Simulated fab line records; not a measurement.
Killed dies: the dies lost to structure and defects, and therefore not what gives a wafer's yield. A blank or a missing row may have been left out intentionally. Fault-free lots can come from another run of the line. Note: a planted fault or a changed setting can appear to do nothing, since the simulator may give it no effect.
A struck lot beside a sound one	flow n5_finfet	43 steps out of a route of 1938
Sound: the wafers L590.2, L590.3, L590.5. Struck: wafer L592.2. Last of all comes the cause.
At each step with rows: each side's tool, then ch and its chambers, then its first start. Under that, the readings that differ: sound wafers	struck wafers	difference of the means	sigmas: that difference in standard deviations of wafers without a fault.
alike: readings whose means differ by less than 2 such deviations, and words and numbers that are the same on both sides. not compared: withheld readings, readings that some wafer has no value for, bounds like >300 that may hide the same value, and numbers for which the record gives no deviation and whose values overlap.
A row with sigmas, a row that says differs or no value, or rows on one side alone: a step with any of these is where the two part. Numbers that don't overlap but have no deviation are shown without sigmas and don't part them. Lack of a reading on every wafer of one side parts them only where that side has two or more wafers.

first, 4 steps without rows for these wafers: N5_BEOL_M10_SPUTTER_48 (material Cu, target thk 12 nm, time 2 s); N5_BEOL_M10_ECD_50 (material Cu, target thk 318 nm); N5_BEOL_M10_ANNEAL_51 (time 90 s); N5_BEOL_M10_CMP_52 (polishes, stops on SiCOH lowk, t overpolish 7 s, target thk 140 nm).
N5_BEOL_M10_THK_MEAS_53: measures by xrf.
  sound on film_metro-02, day 10 21:36; struck on film_metro-02, day 11 14:34
  alike: M10_THK
then, 1 step without rows for these wafers: N5_BEOL_M10_PRE_CLEAN_55 (time 15 s).
N5_BEOL_M10_DEP_56: deposits SiCN from 3MS/NH3, target thk 15 nm, time 26.5 s.
  sound on pecvd-03 ch 0,2, day 10 21:40; struck on pecvd-01 ch 1, day 11 14:38
  alike: showerhead_plenum_p_Torr, throttle_valve_pct
N5_BEOL_M10_RS_MEAS_57: measures by four-point-probe.
  sound on film_metro-01, day 10 21:44; struck on film_metro-01, day 11 14:42
  alike: M10_RS
N5_BEOL_M10_INSPECT_58: inspects for defects (darkfield).
  sound on defect_inspect-02, day 10 21:46; struck on defect_inspect-02, day 11 14:44
  alike: raw_defect_count
N5_BEOL_M11_ILD_DEP_00: deposits SiCOH lowk from DEMS/porogen, target thk 308.51 nm, time 58 s.
  sound on pecvd-01 ch 0,2, day 10 21:47; struck on pecvd-04 ch 0, day 11 14:46
  alike: heater_power_w, showerhead_plenum_p_Torr, throttle_valve_pct
then, 1 step without rows for these wafers: N5_BEOL_M11_CURE_71 (cures SiCOH lowk, time 240 s).
N5_BEOL_M11_THK_MEAS_01:
  sound on film_metro-01, day 10 22:23; struck on film_metro-01, day 11 15:22
  alike: M11_ILD_THK
N5_BEOL_M11_PECVD_70: deposits SiO2 from TEOS/O2, target thk 20 nm, time 22.7 s.
  sound on pecvd-02 ch 0,1,2, day 10 22:25; struck on pecvd-02 ch 2, day 11 15:23
reading	sound	struck	difference	sigmas
heater_power_w (W)	847 739 859	642	-173	-2
susceptor_temp_C (C)	400.08 399.81 400.20	388.26	-11.77	-51
model.SiO2_of_BEOL_M11_PECVD_70.thk_nm (nm)	19.6 19.6 20	21.2	+1.5	
  alike: showerhead_plenum_p_Torr, throttle_valve_pct
then, 9 steps without rows for these wafers: N5_BEOL_M11_HM_DEP_02 (deposits TiN, target thk 20 nm); N5_BEOL_M11_COAT_59 (time 60 s, resist thk 100 nm); N5_BEOL_M11_COAT_60 (time 60 s, resist thk 30 nm); N5_BEOL_M11_COAT_05 (resist thk 90 nm); N5_BEOL_M11_EBR_07; N5_BEOL_M11_SOFTBAKE_06 (time 60 s); N5_BEOL_M11_EXPOSE_08 (exposes mask M11); N5_BEOL_M11_PEB_09 (peb time 60 s); N5_BEOL_M11_DEVELOP_10 (develop time 30 s).
N5_BEOL_M11_CD_MEAS_11 targets a cd of 64.1 nm.
  sound on cd_sem-02 ch 0, day 10 23:58; struck on cd_sem-02 ch 0, day 11 16:04
  alike: cd_nm
N5_BEOL_M11_OVL_MEAS_12:
  sound on overlay-02 ch 0, day 10 23:59; struck on overlay-01 ch 0, day 11 16:05
  alike: M11_OVL
N5_BEOL_M11_INSPECT_13: inspects for defects (brightfield).
  sound on defect_inspect-02, day 11 00:01; struck on defect_inspect-01, day 11 16:07
  alike: raw_defect_count
N5_BEOL_M11_DESCUM_16: chemistry O2, time 7.9 s.
  sound on rie_diel-06 ch 0,1,3, day 11 00:03; struck on rie_diel-06 ch 2, day 11 16:09
reading	sound	struck	difference	sigmas
rf_vpp_V (V)	243.3 242.2 243.6	240.0	-3.0	-2
  alike: drypump_motor_current_A, oes_product_au, showerhead_plenum_p_Torr, throttle_valve_pct
  not compared: rf_hours_counter_h
N5_BEOL_M11_ETCH_61: etches SiARC in CF4, target depth 39 nm, time 65 s.
  sound on rie_diel-06 ch 0,1,3, day 11 00:05; struck on rie_diel-06 ch 2, day 11 16:11
  alike: cf4_flow_sccm, drypump_motor_current_A, etch_rf_on_time_s, mfc_ar_sccm, oes_product_au, rf_vpp_V, showerhead_plenum_p_Torr, throttle_valve_pct
  not compared: rf_hours_counter_h
then, 4 steps without rows for these wafers: N5_BEOL_M11_ETCH_62 (etches SOC in N2/H2, target depth 110 nm, overetch 22 nm, time 165 s); N5_BEOL_M11_STRIP_68 (strips in N2/H2); N5_BEOL_M11_STRIP_67 (strips in CF4); N5_BEOL_M11_HM_OPEN_17 (chemistry Cl2/BCl3, target TiN, target depth 20 nm, overetch 6 nm).
N5_BEOL_M11_STRIP_19: strips in O2.
  sound on rie_diel-03 ch 2,3, day 11 00:26; struck on rie_diel-06 ch 1, day 11 16:32
  alike: drypump_motor_current_A, oes_product_au, rf_vpp_V, showerhead_plenum_p_Torr, throttle_valve_pct
  not compared: rf_hours_counter_h
N5_BEOL_M11_CD_MEAS_18: pitch 140 nm, target cd 70 nm.
  sound on cd_sem-03, day 11 00:30; struck on cd_sem-01, day 11 16:36
  alike: cd_nm
then, 8 steps without rows for these wafers: N5_BEOL_M11_COAT_63 (time 60 s, resist thk 100 nm); N5_BEOL_M11_COAT_64 (time 60 s, resist thk 30 nm); N5_BEOL_M11_COAT_22 (resist thk 90 nm); N5_BEOL_M11_EBR_24; N5_BEOL_M11_SOFTBAKE_23 (time 60 s); N5_BEOL_M11_EXPOSE_25 (exposes mask V10); N5_BEOL_M11_PEB_26 (peb time 60 s); N5_BEOL_M11_DEVELOP_27 (develop time 30 s).
N5_BEOL_M11_CD_MEAS_28 targets a cd of 70 nm.
  sound on cd_sem-03 ch 0, day 11 02:38; struck on cd_sem-01 ch 0, day 11 18:06
reading	sound	struck	difference	sigmas
cd_nm (nm)	70.9 70.8 69.3	68.7	-1.6	-2
N5_BEOL_M11_HM_STRIP_39: strips TiN in peroxide tin strip, target depth 25 nm, time 158 s.
  sound on wet_bench-04 ch 3,4,7, day 11 03:37; struck on wet_bench-04 ch 2, day 11 19:03
reading	sound	struck	difference	sigmas
model.SiO2_of_BEOL_M11_PECVD_70.thk_nm (nm)	19.4 19.6 19.8	21.2	+1.6	

## WHERE THEY PART
Earliest at N5_BEOL_M11_PECVD_70; latest, in this record, at N5_BEOL_M11_CD_MEAS_28.

WHY: what the simulator had put in
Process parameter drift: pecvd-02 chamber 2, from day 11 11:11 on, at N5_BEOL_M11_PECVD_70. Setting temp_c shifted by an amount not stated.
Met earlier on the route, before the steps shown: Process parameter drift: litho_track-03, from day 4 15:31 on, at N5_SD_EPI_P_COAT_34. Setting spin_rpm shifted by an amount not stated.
